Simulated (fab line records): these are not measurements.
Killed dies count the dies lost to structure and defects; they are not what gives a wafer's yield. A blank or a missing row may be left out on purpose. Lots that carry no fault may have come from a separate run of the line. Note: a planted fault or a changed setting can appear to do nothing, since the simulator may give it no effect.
Chamber matching ; flow n5_finfet ; N5_BEOL_M5_CURE_79 on uv_cure-01: 3 sister chambers
The step cures SiCOH lowk, time 240 s. 22 wafers are shown with their chamber, then 11 later ones without.

== WAFERS PAIRED WITH THEIR CHAMBERS ==
wafer;chamber;wafer_temp_C_max;lamp_power_pct (%)
L075.1;1;386.5;52.27
L075.2;1;386.0;52.23
L075.6;1;386.7;52.26
L075.3;1;387.1;52.29
L075.4;1;386.6;52.40
L075.5;1;387.4;52.35
L074.3;1;387.5;52.29
L074.5;1;387.8;52.34
L074.6;1;387.2;52.31
L081.1;2;388.6;52.23
L081.2;2;387.6;52.33
L081.3;2;387.9;52.40
L081.4;2;388.0;52.32
L081.5;2;388.3;52.34
L081.6;2;388.1;52.29
L085.1;0;386.1;52.36
L085.2;0;386.0;52.30
L085.5;0;386.1;52.38
L085.3;0;386.0;52.29
L085.4;0;386.4;52.34
L085.6;0;386.3;52.29
L088.1;0;386.0;52.43

SIGNATURES (means of the wafers above)
reading;chamber 0;chamber 1;chamber 2;scatter within a chamber
wafer_temp_C_max;386.129;386.978;388.083;0.419
lamp_power_pct;52.3414;52.3044;52.3183;0.0534
Rule: a wafer lies at a distance from a chamber equal to the root of the sum of squares, over the readings, of (its reading less the chamber's mean, divided by the reading's scatter). If the next closest chamber is less than 2 further off than the closest, the wafer can't be placed; otherwise it belongs to the closest. The scatter: the root of (the sum of the squares of (reading less its chamber's mean) over the shown wafers, divided by (wafers less chambers)).

== WAFERS WITHOUT THEIR CHAMBER ==
wafer;wafer_temp_C_max;lamp_power_pct (%)
L088.2;386.1;52.26
L088.3;385.8;52.32
L088.4;386.4;52.34
L088.5;386.3;52.21
L088.6;385.8;52.30
L092.2;387.8;52.21
L092.3;388.4;52.23
L092.6;387.8;52.34
L094.1;387.7;52.32
L094.2;387.4;52.37
L094.6;387.7;52.30

== THE CHAMBER EACH PASSED THROUGH ==
wafer;from the rows above;in truth
L088.2;can't be placed: 0 or 1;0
L088.3;can't be placed: 0 or 1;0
L088.4;can't be placed: 0 or 1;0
L088.5;can't be placed: 1 or 0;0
L088.6;can't be placed: 0 or 1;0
L092.2;can't be placed: 2 or 1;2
L092.3;can't be placed: 2 or 1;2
L092.6;can't be placed: 2 or 1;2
L094.1;can't be placed: 2 or 1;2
L094.2;can't be placed: 1 or 2 or 0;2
L094.6;can't be placed: 2 or 1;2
0 of 11 placed correctly. Unplaceable from these rows: 11, with the true chamber sitting among the candidates in 11. 0 placed wrongly.
